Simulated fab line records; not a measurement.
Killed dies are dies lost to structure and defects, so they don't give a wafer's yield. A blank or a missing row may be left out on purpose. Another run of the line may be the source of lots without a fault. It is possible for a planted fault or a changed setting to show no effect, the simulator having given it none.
Which tool was responsible? :: flow nand_harc :: 24 lots, 72 wafers sampled, at 4 steps of a route of 1302

## WHAT THE GAUGES READ, wafer by wafer
NHARC_A_STAIRCASE_INSPECT_155. Usual: 444 for raw_defect_count, sd 130.
lot: L075
measured: day 19 15:04
on: defect_inspect-01
raw_defect_count: 683 532 565
flag: 

lot: L074
measured: day 19 15:11
on: defect_inspect-02
raw_defect_count: 524 437 517
flag: 

lot: L076
measured: day 19 17:53
on: defect_inspect-02
raw_defect_count: 355 486 493
flag: 

lot: L077
measured: day 20 03:37
on: defect_inspect-01
raw_defect_count: 409 425 262
flag: 

lot: L078
measured: day 20 22:30
on: defect_inspect-01
raw_defect_count: 476 532 581
flag: 

lot: L079
measured: day 21 14:49
on: defect_inspect-01
raw_defect_count: 345 412 296
flag: 

lot: L082
measured: day 22 01:13
on: defect_inspect-01
raw_defect_count: 345 246 272
flag: 

lot: L080
measured: day 22 01:11
on: defect_inspect-02
raw_defect_count: 329 413 473
flag: 

lot: L081
measured: day 23 01:44
on: defect_inspect-02
raw_defect_count: 634 571 519
flag: 

lot: L083
measured: day 23 08:14
on: defect_inspect-01
raw_defect_count: 600 771 782
flag: 

lot: L085
measured: day 23 08:22
on: defect_inspect-01
raw_defect_count: 334 414 497
flag: 

lot: L084
measured: day 23 15:40
on: defect_inspect-02
raw_defect_count: 332 255 328
flag: 

lot: L086
measured: day 24 12:53
on: defect_inspect-01
raw_defect_count: 330 181 306
flag: 

lot: L087
measured: day 25 10:28
on: defect_inspect-02
raw_defect_count: 463 421 443
flag: 

lot: L088
measured: day 25 02:57
on: defect_inspect-01
raw_defect_count: 380 343 335
flag: 

lot: L091
measured: day 25 13:24
on: defect_inspect-02
raw_defect_count: 399 596 365
flag: 

lot: L089
measured: day 25 10:45
on: defect_inspect-02
raw_defect_count: 306 592 493
flag: 

lot: L090
measured: day 25 10:37
on: defect_inspect-01
raw_defect_count: 311 331 299
flag: 

lot: L092
measured: day 26 05:11
on: defect_inspect-02
raw_defect_count: 311 570 378
flag: 

lot: L095
measured: day 27 10:29
on: defect_inspect-02
raw_defect_count: 473 362 426
flag: 

lot: L094
measured: day 27 10:35
on: defect_inspect-02
raw_defect_count: 473 388 366
flag: 

lot: L093
measured: day 27 10:50
on: defect_inspect-02
raw_defect_count: 481 345 451
flag: 

lot: L096
measured: day 28 13:48
on: defect_inspect-02
raw_defect_count: 659 371 559
flag: 

lot: L097
measured: day 28 17:46
on: defect_inspect-01
raw_defect_count: 327 507 412
flag: 

## WHAT TOOL EACH LOT RAN ON (gives the tool, then ch and the chambers of the sampled wafers, and finally the start)
lot: L075
NHARC_A_STAIRCASE_HM_DEP_462: acl_dep-03 ch 0, day 17 12:47
NHARC_A_STAIRCASE_ETCH_313: rie_diel-13 ch 1,2,3, day 17 15:06
NHARC_A_STAIRCASE_CMP_450: cmp-02 ch 0,1,3, day 19 13:19

lot: L074
NHARC_A_STAIRCASE_HM_DEP_462: acl_dep-03 ch 0, day 17 13:59
NHARC_A_STAIRCASE_ETCH_313: rie_diel-11 ch 0,2, day 17 16:55
NHARC_A_STAIRCASE_CMP_450: cmp-01 ch 1,2,3, day 19 13:24

lot: L076
NHARC_A_STAIRCASE_HM_DEP_462: acl_dep-02 ch 0, day 17 15:05
NHARC_A_STAIRCASE_ETCH_313: rie_diel-08 ch 0,2,3, day 17 17:54
NHARC_A_STAIRCASE_CMP_450: cmp-01 ch 0,2,3, day 19 16:05

lot: L077
NHARC_A_STAIRCASE_HM_DEP_462: acl_dep-02 ch 0, day 18 02:57
NHARC_A_STAIRCASE_ETCH_313: rie_diel-13 ch 0,1,3, day 18 05:37
NHARC_A_STAIRCASE_CMP_450: cmp-01 ch 0,2,3, day 20 01:51

lot: L078
NHARC_A_STAIRCASE_HM_DEP_462: acl_dep-03 ch 0, day 18 22:22
NHARC_A_STAIRCASE_ETCH_313: rie_diel-08 ch 0,1,2, day 19 01:01
NHARC_A_STAIRCASE_CMP_450: cmp-02 ch 2,3, day 20 20:38

lot: L079
NHARC_A_STAIRCASE_HM_DEP_462: acl_dep-01 ch 0, day 19 05:37
NHARC_A_STAIRCASE_ETCH_313: rie_diel-13 ch 0,3, day 19 07:56
NHARC_A_STAIRCASE_CMP_450: cmp-02 ch 0,1, day 21 12:40

lot: L082
NHARC_A_STAIRCASE_HM_DEP_462: acl_dep-01 ch 0, day 19 20:56
NHARC_A_STAIRCASE_ETCH_313: rie_diel-08 ch 0,1,3, day 19 23:52
NHARC_A_STAIRCASE_CMP_450: cmp-02 ch 1,2,3, day 21 23:25

lot: L080
NHARC_A_STAIRCASE_HM_DEP_462: acl_dep-02 ch 0, day 19 22:22
NHARC_A_STAIRCASE_ETCH_313: rie_diel-11 ch 0,3, day 20 00:40
NHARC_A_STAIRCASE_CMP_450: cmp-01 ch 2,3, day 21 23:22

lot: L081
NHARC_A_STAIRCASE_HM_DEP_462: acl_dep-02 ch 0, day 20 18:42
NHARC_A_STAIRCASE_ETCH_313: rie_diel-11 ch 1,2,3, day 20 21:31
NHARC_A_STAIRCASE_CMP_450: cmp-03 ch 0,1,3, day 22 23:49

lot: L083
NHARC_A_STAIRCASE_HM_DEP_462: acl_dep-03 ch 0, day 21 01:26
NHARC_A_STAIRCASE_ETCH_313: rie_diel-13 ch 1,2, day 21 04:18
NHARC_A_STAIRCASE_CMP_450: cmp-02 ch 2,3, day 23 06:27

lot: L085
NHARC_A_STAIRCASE_HM_DEP_462: acl_dep-01 ch 0, day 21 07:33
NHARC_A_STAIRCASE_ETCH_313: rie_diel-13 ch 0,1, day 21 10:29
NHARC_A_STAIRCASE_CMP_450: cmp-03 ch 0,3, day 23 06:35

lot: L084
NHARC_A_STAIRCASE_HM_DEP_462: acl_dep-02 ch 0, day 21 11:28
NHARC_A_STAIRCASE_ETCH_313: rie_diel-13 ch 0,2,3, day 21 14:25
NHARC_A_STAIRCASE_CMP_450: cmp-01 ch 0,1,3, day 23 13:52

lot: L086
NHARC_A_STAIRCASE_HM_DEP_462: acl_dep-02 ch 0, day 22 08:01
NHARC_A_STAIRCASE_ETCH_313: rie_diel-13 ch 0,1,3, day 22 10:57
NHARC_A_STAIRCASE_CMP_450: cmp-03 ch 1,2, day 24 11:02

lot: L087
NHARC_A_STAIRCASE_HM_DEP_462: acl_dep-02 ch 0, day 22 21:37
NHARC_A_STAIRCASE_ETCH_313: rie_diel-08 ch 0,2,3, day 23 00:37
NHARC_A_STAIRCASE_CMP_450: cmp-02 ch 1,2,3, day 25 08:42

lot: L088
NHARC_A_STAIRCASE_HM_DEP_462: acl_dep-01 ch 0, day 22 23:28
NHARC_A_STAIRCASE_ETCH_313: rie_diel-13 ch 0,1,3, day 23 02:30
NHARC_A_STAIRCASE_CMP_450: cmp-01 ch 1,2, day 25 01:05

lot: L091
NHARC_A_STAIRCASE_HM_DEP_462: acl_dep-01 ch 0, day 23 06:53
NHARC_A_STAIRCASE_ETCH_313: rie_diel-08 ch 2,3, day 23 09:44
NHARC_A_STAIRCASE_CMP_450: cmp-02 ch 0,1,3, day 25 11:37

lot: L089
NHARC_A_STAIRCASE_HM_DEP_462: acl_dep-03 ch 0, day 23 07:44
NHARC_A_STAIRCASE_ETCH_313: rie_diel-11 ch 0,1, day 23 10:03
NHARC_A_STAIRCASE_CMP_450: cmp-01 ch 0,2,3, day 25 08:59

lot: L090
NHARC_A_STAIRCASE_HM_DEP_462: acl_dep-01 ch 0, day 23 14:43
NHARC_A_STAIRCASE_ETCH_313: rie_diel-13 ch 0,1,3, day 23 17:38
NHARC_A_STAIRCASE_CMP_450: cmp-03 ch 0,1,2, day 25 08:47

lot: L092
NHARC_A_STAIRCASE_HM_DEP_462: acl_dep-03 ch 0, day 24 00:29
NHARC_A_STAIRCASE_ETCH_313: rie_diel-08 ch 1,2, day 24 03:31
NHARC_A_STAIRCASE_CMP_450: cmp-02 ch 0,2, day 26 03:14

lot: L095
NHARC_A_STAIRCASE_HM_DEP_462: acl_dep-01 ch 0, day 25 04:04
NHARC_A_STAIRCASE_ETCH_313: rie_diel-13 ch 0,1,2, day 25 07:01
NHARC_A_STAIRCASE_CMP_450: cmp-01 ch 0,2,3, day 27 08:41

lot: L094
NHARC_A_STAIRCASE_HM_DEP_462: acl_dep-01 ch 0, day 25 05:55
NHARC_A_STAIRCASE_ETCH_313: rie_diel-13 ch 0,2,3, day 25 08:53
NHARC_A_STAIRCASE_CMP_450: cmp-02 ch 0,1,2, day 27 08:47

lot: L093
NHARC_A_STAIRCASE_HM_DEP_462: acl_dep-02 ch 0, day 25 10:21
NHARC_A_STAIRCASE_ETCH_313: rie_diel-08 ch 2,3, day 25 12:59
NHARC_A_STAIRCASE_CMP_450: cmp-03 ch 1,2,3, day 27 08:58

lot: L096
NHARC_A_STAIRCASE_HM_DEP_462: acl_dep-02 ch 0, day 26 06:55
NHARC_A_STAIRCASE_ETCH_313: rie_diel-08 ch 0,2, day 26 09:43
NHARC_A_STAIRCASE_CMP_450: cmp-01 ch 1,2,3, day 28 09:07

lot: L097
NHARC_A_STAIRCASE_HM_DEP_462: acl_dep-01 ch 0, day 26 13:09
NHARC_A_STAIRCASE_ETCH_313: rie_diel-13 ch 1,2, day 26 16:05
NHARC_A_STAIRCASE_CMP_450: cmp-01 ch 1,2,3, day 28 15:28
- NHARC_A_STAIRCASE_HM_DEP_462: deposits aC, target thk 800 nm.
- NHARC_A_STAIRCASE_ETCH_313: etches the open film in CF4/CHF3.
- NHARC_A_STAIRCASE_CMP_450: polishes SiO2, target thk 200 nm.

## AS READ BY THE TOOLS THEMSELVES (means over the sampled wafers that have a number; for cases with no such wafer, the mark the record gives instead)
NHARC_A_STAIRCASE_HM_DEP_462. Usual: 35.000 % for throttle_valve_pct, sd 0.0092.
lot: L075
tool: acl_dep-03
throttle_valve_pct (%): 34.994
flag: 

lot: L074
tool: acl_dep-03
throttle_valve_pct (%): 35.000
flag: 

lot: L076
tool: acl_dep-02
throttle_valve_pct (%): 35.005
flag: 

lot: L077
tool: acl_dep-02
throttle_valve_pct (%): 35.007
flag: 

lot: L078
tool: acl_dep-03
throttle_valve_pct (%): 35.003
flag: 

lot: L079
tool: acl_dep-01
throttle_valve_pct (%): 34.992
flag: 

lot: L082
tool: acl_dep-01
throttle_valve_pct (%): 34.999
flag: 

lot: L080
tool: acl_dep-02
throttle_valve_pct (%): 34.999
flag: 

lot: L081
tool: acl_dep-02
throttle_valve_pct (%): 35.001
flag: 

lot: L083
tool: acl_dep-03
throttle_valve_pct (%): 34.996
flag: 

lot: L085
tool: acl_dep-01
throttle_valve_pct (%): 35.004
flag: 

lot: L084
tool: acl_dep-02
throttle_valve_pct (%): 35.001
flag: 

lot: L086
tool: acl_dep-02
throttle_valve_pct (%): 35.003
flag: 

lot: L087
tool: acl_dep-02
throttle_valve_pct (%): 34.997
flag: 

lot: L088
tool: acl_dep-01
throttle_valve_pct (%): 35.002
flag: 

lot: L091
tool: acl_dep-01
throttle_valve_pct (%): 35.008
flag: 

lot: L089
tool: acl_dep-03
throttle_valve_pct (%): 34.997
flag: 

lot: L090
tool: acl_dep-01
throttle_valve_pct (%): 35.000
flag: 

lot: L092
tool: acl_dep-03
throttle_valve_pct (%): 34.991
flag: 

lot: L095
tool: acl_dep-01
throttle_valve_pct (%): 35.001
flag: 

lot: L094
tool: acl_dep-01
throttle_valve_pct (%): 35.007
flag: 

lot: L093
tool: acl_dep-02
throttle_valve_pct (%): 34.988
flag: 

lot: L096
tool: acl_dep-02
throttle_valve_pct (%): 35.006
flag: 

lot: L097
tool: acl_dep-01
throttle_valve_pct (%): 35.001
flag: 

NHARC_A_STAIRCASE_ETCH_313. Usual: drypump_motor_current_A 5.9 A, standard deviation 0.57; oes_product_au 0.931 a.u., standard deviation 0.017; rf_fwd_power_W 497.2 W, standard deviation 1.8; rf_vpp_V 371.0 V, standard deviation 2.6; showerhead_plenum_p_Torr 1.59 Torr, standard deviation 0.078; throttle_valve_pct 16.803 %, standard deviation 0.0087.
lot: L075
tool: rie_diel-13
drypump_motor_current_A (A): 6.1
oes_product_au (a.u.): 0.926
rf_fwd_power_W (W): 496.8
rf_vpp_V (V): 372.0
showerhead_plenum_p_Torr (Torr): 1.59
throttle_valve_pct (%): 16.797
flag: 

lot: L074
tool: rie_diel-11
drypump_motor_current_A (A): 6.3
oes_product_au (a.u.): 0.918
rf_fwd_power_W (W): 497.4
rf_vpp_V (V): 368.2
showerhead_plenum_p_Torr (Torr): 1.50
throttle_valve_pct (%): 16.805
flag: 

lot: L076
tool: rie_diel-08
drypump_motor_current_A (A): 5.5
oes_product_au (a.u.): 0.934
rf_fwd_power_W (W): 498.0
rf_vpp_V (V): 373.3
showerhead_plenum_p_Torr (Torr): 1.66
throttle_valve_pct (%): 16.799
flag: 

lot: L077
tool: rie_diel-13
drypump_motor_current_A (A): 5.9
oes_product_au (a.u.): 0.918
rf_fwd_power_W (W): 496.6
rf_vpp_V (V): 369.9
showerhead_plenum_p_Torr (Torr): 1.54
throttle_valve_pct (%): 16.805
flag: 

lot: L078
tool: rie_diel-08
drypump_motor_current_A (A): 5.6
oes_product_au (a.u.): 0.926
rf_fwd_power_W (W): 498.2
rf_vpp_V (V): 371.5
showerhead_plenum_p_Torr (Torr): 1.60
throttle_valve_pct (%): 16.807
flag: 

lot: L079
tool: rie_diel-13
drypump_motor_current_A (A): 5.5
oes_product_au (a.u.): 0.922
rf_fwd_power_W (W): 497.2
rf_vpp_V (V): 370.5
showerhead_plenum_p_Torr (Torr): 1.58
throttle_valve_pct (%): 16.808
flag: 

lot: L082
tool: rie_diel-08
drypump_motor_current_A (A): 5.9
oes_product_au (a.u.): 0.922
rf_fwd_power_W (W): 497.4
rf_vpp_V (V): 373.2
showerhead_plenum_p_Torr (Torr): 1.63
throttle_valve_pct (%): 16.809
flag: 

lot: L080
tool: rie_diel-11
drypump_motor_current_A (A): 6.2
oes_product_au (a.u.): 0.963
rf_fwd_power_W (W): 496.1
rf_vpp_V (V): 368.4
showerhead_plenum_p_Torr (Torr): 1.51
throttle_valve_pct (%): 16.804
flag: 

lot: L081
tool: rie_diel-11
drypump_motor_current_A (A): 6.3
oes_product_au (a.u.): 0.925
rf_fwd_power_W (W): 495.3
rf_vpp_V (V): 370.0
showerhead_plenum_p_Torr (Torr): 1.56
throttle_valve_pct (%): 16.796
flag: 

lot: L083
tool: rie_diel-13
drypump_motor_current_A (A): 6.5
oes_product_au (a.u.): 0.924
rf_fwd_power_W (W): 496.8
rf_vpp_V (V): 369.5
showerhead_plenum_p_Torr (Torr): 1.55
throttle_valve_pct (%): 16.798
flag: 

lot: L085
tool: rie_diel-13
drypump_motor_current_A (A): 6.1
oes_product_au (a.u.): 0.925
rf_fwd_power_W (W): 495.0
rf_vpp_V (V): 368.4
showerhead_plenum_p_Torr (Torr): 1.50
throttle_valve_pct (%): 16.810
flag: 

lot: L084
tool: rie_diel-13
drypump_motor_current_A (A): 5.6
oes_product_au (a.u.): 0.919
rf_fwd_power_W (W): 498.6
rf_vpp_V (V): 371.0
showerhead_plenum_p_Torr (Torr): 1.61
throttle_valve_pct (%): 16.809
flag: 

lot: L086
tool: rie_diel-13
drypump_motor_current_A (A): 5.9
oes_product_au (a.u.): 0.919
rf_fwd_power_W (W): 497.5
rf_vpp_V (V): 369.4
showerhead_plenum_p_Torr (Torr): 1.54
throttle_valve_pct (%): 16.807
flag: 

lot: L087
tool: rie_diel-08
drypump_motor_current_A (A): 5.5
oes_product_au (a.u.): 0.923
rf_fwd_power_W (W): 497.1
rf_vpp_V (V): 373.7
showerhead_plenum_p_Torr (Torr): 1.65
throttle_valve_pct (%): 16.801
flag: 

lot: L088
tool: rie_diel-13
drypump_motor_current_A (A): 5.8
oes_product_au (a.u.): 0.941
rf_fwd_power_W (W): 497.8
rf_vpp_V (V): 370.0
showerhead_plenum_p_Torr (Torr): 1.54
throttle_valve_pct (%): 16.795
flag: 

lot: L091
tool: rie_diel-08
drypump_motor_current_A (A): 5.8
oes_product_au (a.u.): 0.922
rf_fwd_power_W (W): 498.1
rf_vpp_V (V): 371.1
showerhead_plenum_p_Torr (Torr): 1.61
throttle_valve_pct (%): 16.800
flag: 

lot: L089
tool: rie_diel-11
drypump_motor_current_A (A): 6.2
oes_product_au (a.u.): 0.924
rf_fwd_power_W (W): 495.9
rf_vpp_V (V): 368.1
showerhead_plenum_p_Torr (Torr): 1.50
throttle_valve_pct (%): 16.802
flag: 

lot: L090
tool: rie_diel-13
drypump_motor_current_A (A): 5.9
oes_product_au (a.u.): 0.970
rf_fwd_power_W (W): 497.1
rf_vpp_V (V): 369.2
showerhead_plenum_p_Torr (Torr): 1.53
throttle_valve_pct (%): 16.810
flag: 

lot: L092
tool: rie_diel-08
drypump_motor_current_A (A): 6.2
oes_product_au (a.u.): 0.970
rf_fwd_power_W (W): 498.5
rf_vpp_V (V): 371.0
showerhead_plenum_p_Torr (Torr): 1.54
throttle_valve_pct (%): 16.797
flag: 

lot: L095
tool: rie_diel-13
drypump_motor_current_A (A): 5.9
oes_product_au (a.u.): 0.927
rf_fwd_power_W (W): 497.7
rf_vpp_V (V): 370.4
showerhead_plenum_p_Torr (Torr): 1.57
throttle_valve_pct (%): 16.807
flag: 

lot: L094
tool: rie_diel-13
drypump_motor_current_A (A): 5.6
oes_product_au (a.u.): 0.923
rf_fwd_power_W (W): 497.4
rf_vpp_V (V): 371.7
showerhead_plenum_p_Torr (Torr): 1.60
throttle_valve_pct (%): 16.802
flag: 

lot: L093
tool: rie_diel-08
drypump_motor_current_A (A): 6.0
oes_product_au (a.u.): 0.933
rf_fwd_power_W (W): 498.2
rf_vpp_V (V): 371.9
showerhead_plenum_p_Torr (Torr): 1.63
throttle_valve_pct (%): 16.796
flag: 

lot: L096
tool: rie_diel-08
drypump_motor_current_A (A): 5.3
oes_product_au (a.u.): 0.928
rf_fwd_power_W (W): 497.1
rf_vpp_V (V): 371.8
showerhead_plenum_p_Torr (Torr): 1.61
throttle_valve_pct (%): 16.787
flag: 

lot: L097
tool: rie_diel-13
drypump_motor_current_A (A): 6.4
oes_product_au (a.u.): 0.933
rf_fwd_power_W (W): 497.1
rf_vpp_V (V): 370.1
showerhead_plenum_p_Torr (Torr): 1.54
throttle_valve_pct (%): 16.800
flag: 

NHARC_A_STAIRCASE_CMP_450. Usual: motor_current_A 11.5 A, standard deviation 1.2; slurry_flow_ml_min 150.1, standard deviation 0.51.
lot: L075
tool: cmp-02
motor_current_A (A): 11.9
slurry_flow_ml_min: 150.4
flag: 

lot: L074
tool: cmp-01
motor_current_A (A): 11.0
slurry_flow_ml_min: 149.9
flag: 

lot: L076
tool: cmp-01
motor_current_A (A): 10.6
slurry_flow_ml_min: 150.1
flag: 

lot: L077
tool: cmp-01
motor_current_A (A): 10.4
slurry_flow_ml_min: 150.2
flag: 

lot: L078
tool: cmp-02
motor_current_A (A): 11.8
slurry_flow_ml_min: 150.4
flag: 

lot: L079
tool: cmp-02
motor_current_A (A): 12.1
slurry_flow_ml_min: 150.1
flag: 

lot: L082
tool: cmp-02
motor_current_A (A): 11.7
slurry_flow_ml_min: 149.9
flag: 

lot: L080
tool: cmp-01
motor_current_A (A): 10.9
slurry_flow_ml_min: 150.4
flag: 

lot: L081
tool: cmp-03
motor_current_A (A): 13.0
slurry_flow_ml_min: 149.5
flag: 

lot: L083
tool: cmp-02
motor_current_A (A): 11.7
slurry_flow_ml_min: 150.0
flag: 

lot: L085
tool: cmp-03
motor_current_A (A): 14.3
slurry_flow_ml_min: 150.4
flag: 

lot: L084
tool: cmp-01
motor_current_A (A): 10.8
slurry_flow_ml_min: 150.4
flag: 

lot: L086
tool: cmp-03
motor_current_A (A): 10.9
slurry_flow_ml_min: 149.8
flag: 

lot: L087
tool: cmp-02
motor_current_A (A): 11.7
slurry_flow_ml_min: 149.8
flag: 

lot: L088
tool: cmp-01
motor_current_A (A): 11.2
slurry_flow_ml_min: 150.1
flag: 

lot: L091
tool: cmp-02
motor_current_A (A): 11.6
slurry_flow_ml_min: 149.9
flag: 

lot: L089
tool: cmp-01
motor_current_A (A): 10.6
slurry_flow_ml_min: 150.2
flag: 

lot: L090
tool: cmp-03
motor_current_A (A): 11.6
slurry_flow_ml_min: 150.4
flag: 

lot: L092
tool: cmp-02
motor_current_A (A): 12.8
slurry_flow_ml_min: 150.4
flag: 

lot: L095
tool: cmp-01
motor_current_A (A): 10.9
slurry_flow_ml_min: 149.9
flag: 

lot: L094
tool: cmp-02
motor_current_A (A): 11.8
slurry_flow_ml_min: 150.0
flag: 

lot: L093
tool: cmp-03
motor_current_A (A): 12.6
slurry_flow_ml_min: 150.3
flag: 

lot: L096
tool: cmp-01
motor_current_A (A): 11.1
slurry_flow_ml_min: 150.2
flag: 

lot: L097
tool: cmp-01
motor_current_A (A): 10.8
slurry_flow_ml_min: 150.5
flag: 

## THE ANSWER, worked out from the rows above alone
Rule: a lot counts as off when the mean over its wafers that have a number is more than 3 standard deviations away from the usual mean. A lot without any number at a reading at which 4 lots or more have one is off too. Any other lot the step has rows for is counted as sound. Order of review: gauges by route order, followed by the tools' own readings, for which a lot's mean as printed above is used. At the first step where some lot is off, the reading lying furthest off is the one used; lots without a number count as furthest.
No lot is off on any of the readings shown, so nothing can be concluded from this.

## WHAT WAS PUT IN BY THE SIMULATOR
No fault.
